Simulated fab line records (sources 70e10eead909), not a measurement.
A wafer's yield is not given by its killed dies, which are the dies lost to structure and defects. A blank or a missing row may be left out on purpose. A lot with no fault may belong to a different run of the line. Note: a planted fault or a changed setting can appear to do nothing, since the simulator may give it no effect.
fab line records	flow nand-harc
record lots=11	wafers=33	last-day=24
route steps=1159 shown P_M1@297 P_M2@325 END@1159
lots that met no fault: taken from a fault-free run of the same line
start-h: start of the lot's first displayed wafer, in hours after the record's first day	wait-h: how many hours have passed since the lot's step before this one	" identical to the entry in the row above	L1.1+2: several wafers, shown together as one row	- no value present, or no start provided	* or withheld: withheld	< > ~ a bound
route shown NAME@n: a module of which the file shows steps, and the number in the route of the first	usual: average and standard deviation across the fault-free wafers	same: alike in all rows	chamber/n: place in a boat	sites: readings site by site	_std_site: their standard deviation	_edge_site: mean of outer sites minus mean of inner sites	radius-mm: how far each site lies from the wafer's centre	mask NAME#n: copy n	behind: the most recent tool/chamber to have shaped the wafer	hold: the reason the lot was held/the length of the hold in hours/how it ended	device: which transistor (n, p or np) failed to switch	end of line: the route-end tests of the same wafers	step lacking rows: just its recipe	killed: the dies lost at the first sort to structure and to defects; this is not the yield of the wafer	map: per-die view of a wafer (x killed, . not killed, _ where there is no die)
set.NAME: the setting that was run; set.NAME@STEP: the one run at that earlier step	model.NAME: the simulator's own value behind a step, which no gauge read
a sample of lots followed through the steps of the route, with each step as a table and each wafer as a row
services: when a tool's chamber went out of use (start-h, in hours from the record's first day, below 0 if earlier), for how many hours, and the reason
## steps
# step NHARC_P_M1_INSPECT_11
# usual raw-defect-count=4.2/2.7
lot.wafer	tool	chamber	start-h	wait-h	raw-defect-count
L317.2	defect-inspect-01	-	134.29	0.0	3
L317.3	"	-	"	"	2
L317.5	"	-	"	"	5
L322.4	defect-inspect-01	-	149.10	0.0	1
L322.5	"	-	"	"	2
L322.6	"	-	"	"	3
L323.2	defect-inspect-02	-	154.21	0.0	6
L323.4	"	-	"	"	4
L323.5	"	-	"	"	4
L324.2	defect-inspect-01	-	163.23	0.0	5
L324.5	"	-	"	"	4
L324.6	"	-	"	"	2
L325.1	defect-inspect-02	-	174.08	0.0	7
L325.4	"	-	"	"	5
L325.5	"	-	"	"	7
L326.1	defect-inspect-01	-	177.18	0.0	6
L326.3	"	-	"	"	5
L326.5	"	-	"	"	2
L332.3	defect-inspect-01	-	210.76	0.0	5
L332.4	"	-	"	"	1
L332.5	"	-	"	"	1
L334.1	defect-inspect-02	-	219.27	0.0	2
L334.3	"	-	"	"	3
L334.6	"	-	"	"	1
L336.3	defect-inspect-01	-	233.74	0.0	5
L336.4	"	-	"	"	7
L336.6	"	-	"	"	5
L339.1	defect-inspect-02	-	247.55	0.0	2
L339.2	"	-	"	"	4
L339.5	"	-	"	"	3
L338.4	defect-inspect-01	-	247.58	0.0	4
L338.5	"	-	"	"	6
L338.6	"	-	"	"	5
# step NHARC_P_M1_PVD_20
# recipe target-thk-a=50	bias-v=168.6	power-w=15000	chamber-pressure-pa=0.12	time-s=8.06	substrate-temp-c=50	material=TaN
# usual bias-v=168.6/1.5	throttle-valve-pct=29.7/1.1
lot.wafer	tool	chamber	start-h	wait-h	bias-v	throttle-valve-pct
L317.3	pvd-sputter-01	-	-	-	168.4	32.2
L317.2	"	-	"	"	168.5	30.7
L317.5	"	-	"	"	167.5	32.0
L322.4	pvd-sputter-01	-	-	-	171.3	32.2
L322.5	"	-	"	"	167.8	30.6
L322.6	"	-	"	"	170.2	31.2
L323.2	pvd-sputter-03	-	-	-	167.1	30.0
L323.4	"	-	"	"	168.2	30.8
L323.5	"	-	"	"	172.0	29.9
L324.2	pvd-sputter-02	-	-	-	168.2	29.2
L324.6	"	-	"	"	165.3	30.3
L324.5	"	-	"	"	170.3	29.3
L325.4	pvd-sputter-02	-	-	-	166.2	27.8
L325.1	"	-	"	"	169.1	30.1
L325.5	"	-	"	"	170.6	29.1
L326.3	pvd-sputter-02	-	-	-	170.2	29.0
L326.1	"	-	"	"	168.7	27.6
L326.5	"	-	"	"	170.3	29.4
L332.4	pvd-sputter-03	-	-	-	168.6	29.9
L332.3	"	-	"	"	168.3	30.9
L332.5	"	-	"	"	167.1	29.5
L334.1	pvd-sputter-03	-	-	-	170.8	30.0
L334.3	"	-	"	"	169.7	30.9
L334.6	"	-	"	"	169.9	29.6
L336.4	pvd-sputter-01	-	-	-	169.0	31.6
L336.3	"	-	"	"	167.4	31.4
L336.6	"	-	"	"	167.5	31.7
L339.1	pvd-sputter-02	-	-	-	169.7	28.2
L339.2	"	-	"	"	169.7	28.7
L339.5	"	-	"	"	169.4	28.1
L338.4	pvd-sputter-03	-	-	-	169.4	29.8
L338.5	"	-	"	"	169.0	31.2
L338.6	"	-	"	"	172.6	29.7
# step NHARC_P_M1_ANNEAL_31
# recipe temp-c=225	time-s=90
# usual wafer_temp_C_max=226.06/0.28
lot.wafer	tool	chamber	start-h	wait-h	wafer_temp_C_max
L317.2	rtp-anneal-02	0	136.16	0.3	227.03
L317.3	"	0	"	"	225.99
L317.5	"	0	"	"	225.97
L322.4	rtp-anneal-01	0	151.76	0.7	225.72
L322.5	"	0	"	"	225.91
L322.6	"	0	"	"	226.12
L323.2	rtp-anneal-02	0	156.31	-	226.18
L323.4	"	0	"	"	226.02
L323.5	"	0	"	"	226.49
L324.2	rtp-anneal-02	0	165.55	-	226.17
L324.5	"	0	"	"	225.84
L324.6	"	0	"	"	225.91
L325.1	rtp-anneal-01	0	175.94	-	225.65
L325.4	"	0	"	"	225.72
L325.5	"	0	"	"	225.85
L326.1	rtp-anneal-02	0	179.01	-	226.12
L326.3	"	0	"	"	226.04
L326.5	"	0	"	"	225.89
L332.3	rtp-anneal-02	0	212.69	-	226.04
L332.4	"	0	"	"	226.32
L332.5	"	0	"	"	226.92
L334.1	rtp-anneal-01	0	221.51	-	225.69
L334.3	"	0	"	"	225.99
L334.6	"	0	"	"	225.83
L336.3	rtp-anneal-02	0	235.85	-	226.59
L336.4	"	0	"	"	226.46
L336.6	"	0	"	"	226.25
L339.1	rtp-anneal-01	0	249.42	0.3	226.05
L339.2	"	0	"	"	226.13
L339.5	"	0	"	"	225.81
L338.4	rtp-anneal-02	0	249.78	0.4	225.84
L338.5	"	0	"	"	225.83
L338.6	"	0	"	"	226.38
# step NHARC_P_M2_EXPOSE_06
# recipe na=1.35	target-cd-nm=170	dose-mj=80.78	mask-id=P_M2
# usual exposure-dose-mJ-cm2=80.78/0.088	stage-vel-mm-s=499.98/0.23
lot.wafer	tool	chamber	start-h	wait-h	mask	exposure-dose-mJ-cm2	stage-vel-mm-s
L317.2	arfi-scanner-03	0	138.17	-	P_M2#0	80.93	500.36
L317.3	"	0	"	"	P_M2#0	80.92	500.18
L317.5	"	0	"	"	P_M2#0	80.84	500.25
L322.4	arfi-scanner-03	0	153.81	-	P_M2#0	80.67	499.92
L322.5	"	0	"	"	P_M2#0	80.78	500.06
L322.6	"	0	"	"	P_M2#0	80.70	499.76
L323.2	arfi-scanner-02	0	158.53	-	P_M2#0	80.77	499.84
L323.4	"	0	"	"	P_M2#0	80.95	500.07
L323.5	"	0	"	"	P_M2#0	80.72	499.67
L324.2	arfi-scanner-01	0	167.57	-	P_M2#0	80.94	500.07
L324.5	"	0	"	"	P_M2#0	81.00	499.80
L324.6	"	0	"	"	P_M2#0	80.85	500.06
L325.1	arfi-scanner-01	0	177.88	-	P_M2#0	80.81	500.12
L325.4	"	0	"	"	P_M2#0	80.79	499.98
L325.5	"	0	"	"	P_M2#0	80.86	500.20
L326.1	arfi-scanner-03	0	181.09	-	P_M2#0	80.84	500.23
L326.3	"	0	"	"	P_M2#0	80.89	500.04
L326.5	"	0	"	"	P_M2#0	80.91	500.07
L332.3	arfi-scanner-01	0	214.67	-	P_M2#0	64.23	499.88
L332.4	"	0	"	"	P_M2#0	64.26	500.23
L332.5	"	0	"	"	P_M2#0	64.29	499.69
L334.1	arfi-scanner-01	0	223.58	-	P_M2#0	67.54	500.14
L334.3	"	0	"	"	P_M2#0	67.57	499.83
L334.6	"	0	"	"	P_M2#0	67.68	499.88
L336.3	arfi-scanner-03	0	237.83	-	P_M2#0	80.81	499.46
L336.4	"	0	"	"	P_M2#0	80.87	499.70
L336.6	"	0	"	"	P_M2#0	80.89	499.52
L339.1	arfi-scanner-03	0	251.74	-	P_M2#0	80.81	500.30
L339.2	"	0	"	"	P_M2#0	80.67	499.92
L339.5	"	0	"	"	P_M2#0	80.79	500.23
L338.4	arfi-scanner-03	0	251.90	-	P_M2#0	80.73	499.92
L338.5	"	0	"	"	P_M2#0	80.82	499.60
L338.6	"	0	"	"	P_M2#0	80.75	500.00
# step NHARC_P_M2_CD_MEAS_09
# recipe target-cd-nm=170	landing-energy-ev=500
# usual cd-nm=170.3/0.79
lot.wafer	tool	chamber	start-h	wait-h	hold	cd-nm
L317.2	cd-sem-02	0	138.31	-	-	170.3
L317.3	"	0	"	"	-	169.8
L317.5	"	0	"	"	-	168.9
L322.4	cd-sem-03	0	153.95	-	-	170.2
L322.5	"	0	"	"	-	171.2
L322.6	"	0	"	"	-	171.0
L323.2	cd-sem-01	0	158.66	-	-	171.6
L323.4	"	0	"	"	-	170.7
L323.5	"	0	"	"	-	170.2
L324.2	cd-sem-01	0	167.71	-	-	169.0
L324.5	"	0	"	"	-	169.9
L324.6	"	0	"	"	-	170.1
L325.1	cd-sem-03	0	178.02	-	-	171.5
L325.4	"	0	"	"	-	170.8
L325.5	"	0	"	"	-	170.9
L326.1	cd-sem-01	0	181.23	-	-	169.5
L326.3	"	0	"	"	-	170.3
L326.5	"	0	"	"	-	168.9
L332.3	cd-sem-02	0	214.80	-	await-dispo/0.2h/release	158.4
L332.4	"	0	"	"	await-dispo/0.2h/release	157.1
L332.5	"	0	"	"	await-dispo/0.2h/release	157.5
L332.3	cd-sem-02	0	-	-	-	158.2
L332.4	"	0	"	"	-	156.8
L332.5	"	0	"	"	-	157.1
L334.1	cd-sem-03	0	223.72	-	await-dispo/0.2h/release	159.7
L334.3	"	0	"	"	await-dispo/0.2h/release	159.3
L334.6	"	0	"	"	await-dispo/0.2h/release	160.3
L334.1	cd-sem-03	0	-	-	-	160.3
L334.3	"	0	"	"	-	159.6
L334.6	"	0	"	"	-	160.5
L336.3	cd-sem-01	0	237.97	-	-	171.0
L336.4	"	0	"	"	-	170.3
L336.6	"	0	"	"	-	169.9
L339.1	cd-sem-01	0	251.88	-	-	170.1
L339.2	"	0	"	"	-	169.0
L339.5	"	0	"	"	-	168.5
L338.4	cd-sem-03	0	252.03	-	-	169.0
L338.5	"	0	"	"	-	168.6
L338.6	"	0	"	"	-	170.3
# step NHARC_END_SORT_01
# recipe temp-c=25
# usual defect-limited-yield=95.1/1.5	killed-at-array=29/10	killed-at-other=0.7/1	killed-at-periphery=3.7/2.6	killed-dies=33/10	killed-open=3.4/1.8	killed-short=1.8/1.3	sort_bin_2_pct=1.5/0.64	sort_bin_3_pct=0.29/0.24	sort_bin_4_pct=3.1/0.95	sort-n-pass=644/10	sort-rim-yield-pct=96.9/2.6	sort-yield-pct=95.1/1.5
# same gross-dies=677	sort_bin_5_pct[%]=0	sort_bin_6_pct[%]=0	sort_bin_7_pct[%]=0	sort_bin_8_pct[%]=0	sort-rim-n-gross=106.00
lot.wafer	tool	chamber	start-h	wait-h	defect-limited-yield[%]	killed-at-array	killed-at-other	killed-at-periphery	killed-dies	killed-open	killed-short	sort_bin_2_pct[%]	sort_bin_3_pct[%]	sort_bin_4_pct[%]	sort-n-pass	sort-rim-yield-pct[%]	sort-yield-pct[%]
L324.2	prober-02	0	484.72	2.8	96.8	17	0	5	22	4	0	1.3	0	1.9	655	93.4	96.8
L324.5	prober-02	0	487.15	3.7	96.2	20	0	6	26	3	1	1.5	0.44	1.9	651	95.3	96.2
L324.6	prober-02	0	487.95	4.0	95.1	26	0	7	33	4	2	1.5	0.74	2.7	644	100.0	95.1
L325.1	prober-01	0	496.14	2.5	94.5	31	0	6	37	4	1	2.5	0.30	2.7	640	99.1	94.5
L325.4	prober-01	0	498.56	3.4	94.4	35	0	3	38	4	2	1.3	0.30	4.0	639	89.6	94.4
L325.5	prober-01	0	499.37	3.7	95.4	26	1	4	31	1	3	1.5	0.15	3.0	646	95.3	95.4
L326.1	prober-02	0	500.21	2.5	96.5	20	0	4	24	1	0	0.9	0.30	2.4	653	99.1	96.5
L326.3	prober-02	0	501.79	3.1	97.5	12	1	4	17	3	1	0.6	0	1.9	660	100.0	97.5
L326.5	prober-02	0	503.38	3.7	97.3	17	0	1	18	3	0	0.4	0	2.2	659	98.1	97.3
L332.3	prober-01	0	545.30	3.1	92.2	46	4	3	53	7	0	2.7	0	5.2	624	96.2	92.2
L332.4	prober-01	0	546.11	3.4	94.4	37	0	1	38	3	0	1.6	0.44	3.5	639	94.3	94.4
L332.5	prober-01	0	546.91	3.7	92.9	44	1	3	48	3	1	2.5	0.30	4.3	629	95.3	92.9
L339.1	prober-02	0	567.08	2.5	95.7	26	0	3	29	3	2	1.0	0.30	3.0	648	97.2	95.7
L339.2	prober-02	0	567.89	2.8	94.7	27	2	7	36	3	4	1.6	0.30	3.4	641	98.1	94.7
L339.5	prober-02	0	570.31	3.7	94.2	33	3	3	39	4	1	1.3	0.44	4.0	638	97.2	94.2
L334.1	prober-02	0	573.08	2.5	92.6	46	3	1	50	5	1	3.2	0.30	3.8	627	89.6	92.6
L334.3	prober-02	0	574.67	3.1	92.0	51	1	2	54	2	1	2.8	0.59	4.6	623	92.5	92.0
L334.6	prober-02	0	577.04	4.0	91.3	56	2	1	59	2	1	2.7	0.59	5.5	618	96.2	91.3
# killed by level:class
L324.2 A_CHANNEL_HOLE_D1:chamber-film-flake=10 A_STAIRCASE:chamber-film-flake=3 P_STI:chamber-film-flake=2 P_BONDPAD:chamber-film-flake=2 A_SOURCE_PLATE:geometric-particle:open=1 A_WL_FILL:geometric-particle:open=1 A_CONTACT:geometric-particle:open=1 A_M0:geometric-particle:open=1
L324.5 A_CHANNEL_HOLE_D1:chamber-film-flake=10 P_BONDPAD:chamber-film-flake=4 A_STAIRCASE:chamber-film-flake=3 A_M1:chamber-film-flake=2 A_ONON_D1:geometric-particle:open=1 A_CHANNEL_FILL_D1:geometric-particle:short=1 A_CHANNEL_FILL_D1:geometric-particle:open=1 A_SGD_CUT:geometric-particle:open=1
L324.6 A_CHANNEL_HOLE_D1:chamber-film-flake=16 P_BONDPAD:chamber-film-flake=7 A_CONTACT:chamber-film-flake=3 A_WL_FILL:geometric-particle:open=2 A_CHANNEL_FILL_D1:geometric-particle:open=1 A_CONTACT:geometric-particle:short=1 A_CONTACT:geometric-particle:open=1 A_M0:geometric-particle:short=1
L325.1 A_CHANNEL_HOLE_D1:chamber-film-flake=22 A_STAIRCASE:chamber-film-flake=4 P_ZERO_WELL:chamber-film-flake=3 A_CONTACT:chamber-film-flake=2 P_GATE:geometric-particle:open=1 P_CONTACT:geometric-particle:open=1 A_SGD_CUT:geometric-particle:short=1 A_CONTACT:geometric-particle:open=1
L325.4 A_CHANNEL_HOLE_D1:chamber-film-flake=26 A_STAIRCASE:chamber-film-flake=3 P_ZERO_WELL:chamber-film-flake=2 P_M0:geometric-particle:open=1 A_ONON_D1:geometric-particle:short=1 A_STAIRCASE:geometric-particle:open=1 A_SGD_CUT:geometric-particle:open=1 A_WL_FILL:geometric-particle:short=1
L325.5 A_CHANNEL_HOLE_D1:chamber-film-flake=15 A_STAIRCASE:chamber-film-flake=5 A_SGD_CUT:geometric-particle:short=2 P_ZERO_WELL:chamber-film-flake=2 A_SLIT:chamber-film-flake=2 P_CONTACT:geometric-particle:short=1 A_BLC:geometric-particle:open=1 P_GATE:chamber-film-flake=1
L326.1 A_STAIRCASE:chamber-film-flake=9 A_CHANNEL_HOLE_D1:chamber-film-flake=6 P_GATE:chamber-film-flake=4 A_WL_FILL:chamber-film-flake=2 A_CONTACT:geometric-particle:open=1 A_ZERO_WELL:chamber-film-flake=1 A_CONTACT:chamber-film-flake=1
L326.3 P_GATE:chamber-film-flake=3 A_CHANNEL_HOLE_D1:chamber-film-flake=3 A_STAIRCASE:chamber-film-flake=2 P_CONTACT:geometric-particle:open=1 A_CHANNEL_FILL_D1:geometric-particle:short=1 A_CHANNEL_FILL_D1:geometric-particle:open=1 A_CONTACT:geometric-particle:open=1 A_ZERO_WELL:chamber-film-flake=1
L326.5 A_STAIRCASE:chamber-film-flake=5 A_CHANNEL_HOLE_D1:chamber-film-flake=3 A_CONTACT:chamber-film-flake=3 A_WL_FILL:chamber-film-flake=2 A_CONTACT:geometric-particle:open=1 A_M0:geometric-particle:open=1 A_M1:geometric-particle:open=1 P_GATE:chamber-film-flake=1
L332.3 A_CHANNEL_HOLE_D1:chamber-film-flake=20 A_SLIT:chamber-film-flake=15 A_STAIRCASE:chamber-film-flake=6 THIN_TSV:chamber-film-flake=3 P_M2:geometric-particle:open=1 A_CHANNEL_FILL_D1:geometric-particle:open=1 A_SGD_CUT:geometric-particle:open=1 A_CONTACT:geometric-particle:open=1
L332.4 A_CHANNEL_HOLE_D1:chamber-film-flake=14 A_STAIRCASE:chamber-film-flake=11 A_SLIT:chamber-film-flake=9 A_CONTACT:geometric-particle:open=2 P_M2:geometric-particle:open=1 A_CONTACT:chamber-film-flake=1
L332.5 A_STAIRCASE:chamber-film-flake=12 A_SLIT:chamber-film-flake=12 A_CHANNEL_HOLE_D1:chamber-film-flake=10 A_CONTACT:chamber-film-flake=4 A_WL_FILL:chamber-film-flake=3 P_M2:area-expose=2 P_CONTACT:geometric-particle:short=1 A_SOURCE_PLATE:geometric-particle:open=1
L339.1 A_SLIT:chamber-film-flake=16 A_CHANNEL_HOLE_D1:chamber-film-flake=3 A_WL_FILL:chamber-film-flake=3 P_GATE:geometric-particle:open=2 P_M0:geometric-particle:short=1 A_CHANNEL_HOLE_D1:geometric-particle:open=1 A_WL_FILL:geometric-particle:short=1 A_SGD_CUT:chamber-film-flake=1
L339.2 A_SLIT:chamber-film-flake=17 A_CHANNEL_HOLE_D1:chamber-film-flake=5 P_GATE:geometric-particle:short=2 P_CONTACT:geometric-particle:open=2 THIN_TSV:chamber-film-flake=2 P_CONTACT:geometric-particle:short=1 A_CHANNEL_HOLE_D1:geometric-particle:open=1 A_SGD_CUT:geometric-particle:short=1
L339.5 A_SLIT:chamber-film-flake=22 A_CHANNEL_HOLE_D1:chamber-film-flake=5 P_CONTACT:geometric-particle:open=2 A_CONTACT:geometric-particle:open=2 A_SGD_CUT:chamber-film-flake=2 THIN_TSV:chamber-film-flake=2 P_M0:chamber-film-flake=1 STARTING-WAFER:geometric-particle:short=1
L334.1 A_CHANNEL_HOLE_D1:chamber-film-flake=17 A_SLIT:chamber-film-flake=13 A_CONTACT:chamber-film-flake=6 A_STAIRCASE:chamber-film-flake=5 STARTING-WAFER:geometric-particle:open=3 A_SGD_CUT:chamber-film-flake=2 P_M2:geometric-particle:short=1 A_WL_FILL:geometric-particle:open=1
L334.3 A_CHANNEL_HOLE_D1:chamber-film-flake=21 A_SLIT:chamber-film-flake=14 A_CONTACT:chamber-film-flake=6 A_SGD_CUT:chamber-film-flake=5 P_M2:geometric-particle:short=1 A_ONON_D1:geometric-particle:open=1 A_WL_FILL:geometric-particle:open=1 P_CONTACT:chamber-film-flake=1
L334.6 A_CHANNEL_HOLE_D1:chamber-film-flake=22 A_SLIT:chamber-film-flake=12 A_CONTACT:chamber-film-flake=7 A_SGD_CUT:chamber-film-flake=6 A_STAIRCASE:chamber-film-flake=5 A_WL_FILL:chamber-film-flake=2 HYBRID_BOND:latent=2 P_M0:geometric-particle:open=1
## services
tool	chamber	start-h	hours	kind
arfi-scanner-01	-	121.86	1.8	repair
arfi-scanner-03	-	140.00	4.0	pm
pvd-sputter-02	-	148.48	3.7	repair
arfi-scanner-03	-	155.97	1.6	repair
pvd-sputter-01	-	158.00	10.0	pm
pvd-sputter-03	-	176.10	4.3	repair
arfi-scanner-02	-	179.83	4.1	repair
arfi-scanner-03	-	182.01	0.6	repair
pvd-sputter-03	-	184.20	6.2	repair
arfi-scanner-01	-	196.00	4.0	pm
arfi-scanner-03	-	211.28	1.1	repair
pvd-sputter-02	-	214.00	10.0	pm
pvd-sputter-02	-	241.48	1.1	repair
arfi-scanner-01	-	243.56	25.5	repair
pvd-sputter-01	-	248.87	13.3	repair
## key
first-sign step=NHARC_P_M2_EXPOSE_06	reading=exposure-dose-mJ-cm2	direction=down	sigmas=99+	usual=80.78	struck=65.93
effect step=NHARC_P_M2_CD_MEAS_09	reading=visit	direction=added	through=control-loop
effect step=NHARC_P_M2_CD_MEAS_09	reading=cd-nm	direction=down	sigmas=15	usual=170.3	struck=158.7	through=control-loop
met-at NHARC_P_M2_EXPOSE_06
struck-lots L332,L334
loop-trim step=NHARC_P_M2_EXPOSE_06	setting=dose	lots=L334
not-acting-at NHARC_P_M1_INSPECT_11,NHARC_P_M1_PVD_20,NHARC_P_M1_ANNEAL_31
onset-between 177.88 214.67
fault kind=process-parameter-drift	tool=arfi-scanner-01	chamber=-	onset-h=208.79	steps=NHARC_P_M2_EXPOSE_06	channel=dose-mj	offset=-16.543	shape=step	acts-in=these-recipes-only	stated=80.78
# loop-trim: a control loop set the setting to another value than it would have without faults
